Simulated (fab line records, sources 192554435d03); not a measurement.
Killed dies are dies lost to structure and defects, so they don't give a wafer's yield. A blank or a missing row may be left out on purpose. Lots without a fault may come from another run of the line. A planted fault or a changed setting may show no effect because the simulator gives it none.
fab line records | flow n5_finfet
record lots=7 wafers=39
route steps=1938 shown GATE_CUT@484
start_h: hours from the record's first day to the start of the lot's first wafer shown | wait_h: hours since the lot's step before | " the same as in the row above | L1.1+2: a row that stands for several wafers | - no value, or no start given | * or withheld: withheld | < > ~ a bound
route shown NAME@n: a module of which the file shows steps, and the number in the route of the first | usual: mean/standard deviation of fault-free wafers | same: alike in all rows | chamber/n: place in a boat | sites: the reading at each site | _std_site: their standard deviation | _edge_site: outer sites' mean less inner sites' | radius_mm: how far each site lies from the wafer's centre | mask NAME#n: copy n | behind: the tool/chamber that last shaped the wafer | hold: why the lot was held/for how many hours/how that ended | device: the transistor (n, p or np) that didn't switch | end of line: the same wafers' tests at the end of the route | a step without rows: its recipe alone | killed: dies lost to structure and defects at the first sort, not the wafer's yield | map: a wafer's dies, x killed, . not, _ none there
set.NAME: the setting as run; set.NAME@STEP: as run at that earlier step | model.NAME: the simulator's own value behind a step, which no gauge read
lots whose settings were changed on purpose; a table a step, a row a wafer
## steps
# step N5_GATE_CUT_EXPOSE_10
# recipe mask_id=GATE_CUT na=0.33 source_shape=annular sigma_inner=0.35 sigma_outer=0.8 polarization=unpolarized target_cd_nm=20 dose_mj=43.25
# columns lot.wafer tool chamber start_h wait_h mask set.dose_mj
L076.1+3+4 euv_scanner-01 0 99.49 - GATE_CUT#0 43.25
L076.2+5+6 " 0 " " GATE_CUT#0 41.57
L078.1+4+5 euv_scanner-01 0 112.05 - GATE_CUT#0 43.25
L078.2+3+6 " 0 " " GATE_CUT#0 45.55
L081.1+3+4 euv_scanner-01 0 130.94 - GATE_CUT#0 41.75
L081.2+5+6 " 0 " " GATE_CUT#0 43.25
L086.1+4+5 euv_scanner-01 0 158.95 - GATE_CUT#0 43.25
L087.1+3+4 euv_scanner-02 0 164.43 - GATE_CUT#0 43.25
L087.2+5+6 " 0 " " GATE_CUT#0 46.36
L089.1+4+6 euv_scanner-01 0 177.04 - GATE_CUT#0 43.25
L089.2+3+5 " 0 " " GATE_CUT#0 40.52
L094.1+2+3+4+5+6 euv_scanner-02 0 205.10 - GATE_CUT#0 43.25
# step N5_GATE_CUT_PEB_11
# recipe peb_temp_c=100 peb_time_s=60 resist=CAR-EUV
# step N5_GATE_CUT_DEVELOP_12
# recipe develop_time_s=30 developer=TMAH resist=CAR-EUV rinse_liquid=surfactant_rinse dry=air_spin dev_temp_c=23
# step N5_GATE_CUT_CD_MEAS_13
# recipe target_cd_nm=20 landing_energy_ev=500 detector=se_inlens
# usual cd_nm=20.0/0.32
# columns lot.wafer tool chamber start_h wait_h set.dose_mj@GATE_CUT_EXPOSE_10 cd_nm
L076.1 cd_sem-02 0 99.62 - 43.25 19.2
L076.2 " 0 " " 41.57 18.8
L076.3 " 0 " " 43.25 19.7
L076.4 " 0 " " 43.25 19.6
L076.5 " 0 " " 41.57 18.9
L076.6 " 0 " " 41.57 18.9
L078.1 cd_sem-01 0 112.18 - 43.25 20.3
L078.2 " 0 " " 45.55 21.1
L078.3 " 0 " " 45.55 21.1
L078.4 " 0 " " 43.25 19.8
L078.5 " 0 " " 43.25 20.1
L078.6 " 0 " " 45.55 21.4
L081.1 cd_sem-01 0 131.08 - 41.75 19.2
L081.2 " 0 " " 43.25 19.9
L081.3 " 0 " " 41.75 19.2
L081.4 " 0 " " 41.75 19.0
L081.5 " 0 " " 43.25 20.0
L081.6 " 0 " " 43.25 20.3
L086.1 cd_sem-03 0 159.08 - 43.25 20.2
L086.4 " 0 " " 43.25 20.2
L086.5 " 0 " " 43.25 20.1
L087.1 cd_sem-03 0 164.56 - 43.25 20.2
L087.2 " 0 " " 46.36 21.6
L087.3 " 0 " " 43.25 20.3
L087.4 " 0 " " 43.25 20.4
L087.5 " 0 " " 46.36 21.7
L087.6 " 0 " " 46.36 21.6
L089.1 cd_sem-02 0 177.17 - 43.25 19.4
L089.2 " 0 " " 40.52 18.0
L089.3 " 0 " " 40.52 18.3
L089.4 " 0 " " 43.25 19.8
L089.5 " 0 " " 40.52 18.1
L089.6 " 0 " " 43.25 20.0
L094.1 cd_sem-03 0 205.23 - 43.25 20.1
L094.2 " 0 " " 43.25 20.4
L094.3 " 0 " " 43.25 19.9
L094.4 " 0 " " 43.25 20.2
L094.5 " 0 " " 43.25 20.2
L094.6 " 0 " " 43.25 20.5
# step N5_GATE_CUT_DESCUM_18
# recipe chemistry=O2 time_s=7 source_power_w=50 bias_power_w=20 pressure_mtorr=20 rf_frequency_hz=2.712e+07 temp_c=40 resist=CAR-EUV o2_flow_sccm=225
# columns lot.wafer tool chamber start_h wait_h set.dose_mj@GATE_CUT_EXPOSE_10 model.GATE_CUT.cd_nm
L076.1+4 rie_diel-06 1,0 99.74 0.0 43.25 19.8
L076.2 " 2 " " 41.57 19
L076.3 " 3 " " 43.25 19.6
L076.5 " 0 " " 41.57 18.8
L076.6 " 1 " " 41.57 19.2
L078.1 rie_diel-06 3 112.31 0.0 43.25 20
L078.2 " 2 " " 45.55 21.2
L078.3+6 " 0 " " 45.55 21
L078.4+5 " 1 " " 43.25 20.2
L081.1 rie_diel-03 0 131.20 0.0 41.75 19.6
L081.2+6 " 3,0 " " 43.25 20.2
L081.3+4 " 2,1 " " 41.75 19.4
L081.5 " 1 " " 43.25 20
L086.1 rie_diel-04 2 159.20 0.0 43.25 20.4
L086.4 " 1 " " 43.25 20
L086.5 " 1 " " 43.25 19.8
L087.1+3 rie_diel-03 1,0 164.69 0.0 43.25 20.4
L087.2+5+6 " 3,3,0 " " 46.36 21.8
L087.4 " 1 " " 43.25 20.2
L089.1+4 rie_diel-06 3,0 177.30 0.0 43.25 19.4
L089.2 " 1 " " 40.52 18
L089.3 " 2 " " 40.52 18.4
L089.5 " 0 " " 40.52 17.8
L089.6 " 3 " " 43.25 19.8
L094.1+2+5+6 rie_diel-03 3,0,3,0 205.40 0.1 43.25 20.4
L094.3+4 " 1,2 " " 43.25 20.2
# step N5_GATE_CUT_ETCH_28
# recipe chemistry=N2/H2 target=underlayer target_depth_a=130 mask_material=CAR-EUV time_s=10.4 ion_energy_ev=200 pressure_mtorr=30 source_w=840 bias_w=150 n2_flow_sccm=200 h2_flow_sccm=200 ends=cleared
# step N5_GATE_CUT_ETCH_36
# recipe chemistry=CF4 target=SiARC target_depth_a=130 mask_material=CAR-EUV time_s=21.7 ion_energy_ev=80 pressure_mtorr=40 source_w=545 bias_w=36 Ar_flow_sccm=100 cf4_flow_sccm=100 ends=cleared
# columns lot.wafer tool chamber start_h wait_h set.dose_mj@GATE_CUT_EXPOSE_10 model.GATE_CUT.cd_nm
L076.1+4 rie_diel-06 1,0 99.80 0.0 43.25 19.8
L076.2+5 " 2,0 " " 41.57 18.8
L076.3 " 3 " " 43.25 19.6
L076.6 " 1 " " 41.57 19.2
L078.1+5 rie_diel-06 3,1 112.36 0.0 43.25 20
L078.2 " 2 " " 45.55 21.2
L078.3+6 " 0 " " 45.55 21
L078.4 " 1 " " 43.25 20.2
L081.1 rie_diel-03 0 131.25 0.0 41.75 19.6
L081.2+6 " 3,0 " " 43.25 20.4
L081.3 " 2 " " 41.75 19.2
L081.4 " 1 " " 41.75 19.4
L081.5 " 1 " " 43.25 20.2
L086.1 rie_diel-04 2 159.26 0.0 43.25 20.2
L086.4 " 1 " " 43.25 20
L086.5 " 1 " " 43.25 19.6
L087.1+4 rie_diel-03 1 164.74 0.0 43.25 20.4
L087.2+6 " 3,0 " " 46.36 21.8
L087.3 " 0 " " 43.25 20.2
L087.5 " 3 " " 46.36 22
L089.1 rie_diel-06 3 177.35 0.0 43.25 19.4
L089.2 " 1 " " 40.52 18
L089.3 " 2 " " 40.52 18.2
L089.4 " 0 " " 43.25 19.2
L089.5 " 0 " " 40.52 17.6
L089.6 " 3 " " 43.25 19.6
L094.1+5 rie_diel-03 3 205.45 0.0 43.25 20.6
L094.2+6 " 0 " " 43.25 20.4
L094.3 " 1 " " 43.25 20.2
L094.4 " 2 " " 43.25 20
# step N5_GATE_CUT_ETCH_37
# recipe chemistry=N2/H2 target=SOC target_depth_a=600 overetch_a=120 mask_material=SiARC temp_c=40 time_s=90 ion_energy_ev=200 pressure_mtorr=30 source_w=840 bias_w=150 n2_flow_sccm=200 h2_flow_sccm=200
# step N5_GATE_CUT_STRIP_38
# recipe chemistry=N2/H2 temp_c=40 n2_flow_sccm=200 h2_flow_sccm=200 rf_frequency_hz=6e+07
# step N5_GATE_CUT_STRIP_39
# recipe chemistry=N2/H2 temp_c=40 n2_flow_sccm=200 h2_flow_sccm=200 rf_frequency_hz=6e+07
# step N5_GATE_CUT_HM_OPEN_40
# recipe chemistry=C4F6/O2 target=SiO2 mask_material=SiARC target_depth_a=1390 time_s=85.1 ion_energy_ev=250 pressure_mtorr=30 source_w=345 bias_w=185 Ar_flow_sccm=300 C4F6_flow_sccm=10 O2_flow_sccm=10 ends=cleared
# columns lot.wafer tool chamber start_h wait_h set.dose_mj@GATE_CUT_EXPOSE_10 model.GATE_CUT.cd_nm
L076.1+3 rie_diel-06 1,3 99.91 0.0 43.25 19.8
L076.2+5+6 " 2,0,1 " " 41.57 19.2
L076.4 " 0 " " 43.25 20
L078.1+4 rie_diel-06 3,1 112.47 0.0 43.25 20.2
L078.2+6 " 2,0 " " 45.55 21.4
L078.3 " 0 " " 45.55 21.2
L078.5 " 1 " " 43.25 20
L081.1 rie_diel-03 0 131.36 0.0 41.75 19.8
L081.2 " 3 " " 43.25 20.8
L081.3+4 " 2,1 " " 41.75 19.6
L081.5+6 " 1,0 " " 43.25 20.4
L086.1 rie_diel-04 2 159.37 0.0 43.25 20.6
L086.4 " 1 " " 43.25 20
L086.5 " 1 " " 43.25 19.6
L087.1 rie_diel-03 1 164.85 0.0 43.25 20.6
L087.2 " 3 " " 46.36 22.4
L087.3 " 0 " " 43.25 20.2
L087.4 " 1 " " 43.25 20.4
L087.5 " 3 " " 46.36 22.6
L087.6 " 0 " " 46.36 21.8
L089.1+6 rie_diel-06 3 177.46 0.0 43.25 19.4
L089.2 " 1 " " 40.52 18.2
L089.3 " 2 " " 40.52 18.4
L089.4 " 0 " " 43.25 19.6
L089.5 " 0 " " 40.52 17.8
L094.1+5 rie_diel-03 3 205.56 0.0 43.25 21
L094.2+3+6 " 0,1,0 " " 43.25 20.4
L094.4 " 2 " " 43.25 20.2
# step N5_GATE_CUT_STRIP_41
# recipe chemistry=CF4 resist=SiARC power_w=300 bias_power_w=75 pressure_mtorr=50 cf4_flow_sccm=150 rf_frequency_hz=6e+07
# step N5_GATE_CUT_STRIP_42
# recipe chemistry=O2 power_w=400 temp_c=40 pressure_mtorr=30 rf_frequency_hz=6e+07 bias_power_w=0 overash_fraction=0.3 o2_flow_sccm=225
# step N5_GATE_CUT_CUT_ETCH_54
# recipe chemistry=Cl2/BCl3 target=TiN mask_material=SiO2 target_depth_a=967 pressure_mtorr=10 icp_w=1000 bias_w=126 Cl2_flow_sccm=53.25 bcl3_flow_sccm=21.75 Ar_flow_sccm=25 ends=cleared
# step N5_GATE_CUT_CUT_ETCH_55
# recipe chemistry=BCl3 target=HfO2 mask_material=SiO2 target_depth_a=32 ion_energy_ev=30 pressure_mtorr=5 icp_w=450 bias_w=18 bcl3_flow_sccm=80
# step N5_GATE_CUT_ETCH_47
# recipe chemistry=Cl2/BCl3 target=SiO2 target_depth_a=100 pressure_mtorr=10 icp_w=1000 bias_w=126 Cl2_flow_sccm=53.25 bcl3_flow_sccm=21.75 Ar_flow_sccm=25
# columns lot.wafer tool chamber start_h wait_h set.dose_mj@GATE_CUT_EXPOSE_10 model.GATE_CUT.cd_nm
L076.1+3 rie_metal-02 1 100.29 0.0 43.25 19.8
L076.2 " 0 " " 41.57 19.4
L076.4 " 0 " " 43.25 20.4
L076.5 " 0 " " 41.57 19.2
L076.6 " 1 " " 41.57 19
L078.1+5 rie_metal-03 0 112.85 0.0 43.25 19.8
L078.2 " 1 " " 45.55 22
L078.3 " 1 " " 45.55 21.6
L078.4 " 0 " " 43.25 20
L078.6 " 1 " " 45.55 21.8
L081.1 rie_metal-02 0 131.74 0.0 41.75 20.4
L081.2 " 1 " " 43.25 21.2
L081.3+4 " 0,1 " " 41.75 20.2
L081.5 " 0 " " 43.25 21
L081.6 " 1 " " 43.25 20.8
L086.1 rie_metal-02 1 159.75 0.0 43.25 20.6
L086.4 " 1 " " 43.25 20
L086.5 " 1 " " 43.25 19.6
L087.1 rie_metal-02 1 165.38 0.1 43.25 20.6
L087.2+5 " 1 " " 46.36 22.4
L087.3 " 1 " " 43.25 20.2
L087.4 " 1 " " 43.25 20.4
L087.6 " 1 " " 46.36 21.8
L089.1 rie_metal-01 1 177.84 0.0 43.25 19.2
L089.2 " 0 " " 40.52 17.6
L089.3+5 " 0 " " 40.52 17.4
L089.4+6 " 1 " " 43.25 19.4
L094.1+2+6 rie_metal-01 0,1,1 205.95 0.0 43.25 20.4
L094.3 " 1 " " 43.25 20.6
L094.4 " 0 " " 43.25 19.6
L094.5 " 0 " " 43.25 20.8
## key
split step=N5_GATE_CUT_EXPOSE_10 setting=dose_mj stated=43.25 by=wafer
response step=N5_GATE_CUT_CD_MEAS_13 reading=cd_nm change=+0.212 per=1% r=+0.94
response step=N5_GATE_CUT_DESCUM_18 reading=model.GATE_CUT.cd_nm change=+0.204 per=1% r=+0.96
response step=N5_GATE_CUT_ETCH_36 reading=model.GATE_CUT.cd_nm change=+0.217 per=1% r=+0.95
response step=N5_GATE_CUT_HM_OPEN_40 reading=model.GATE_CUT.cd_nm change=+0.23 per=1% r=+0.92
response step=N5_GATE_CUT_ETCH_47 reading=model.GATE_CUT.cd_nm change=+0.277 per=1% r=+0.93
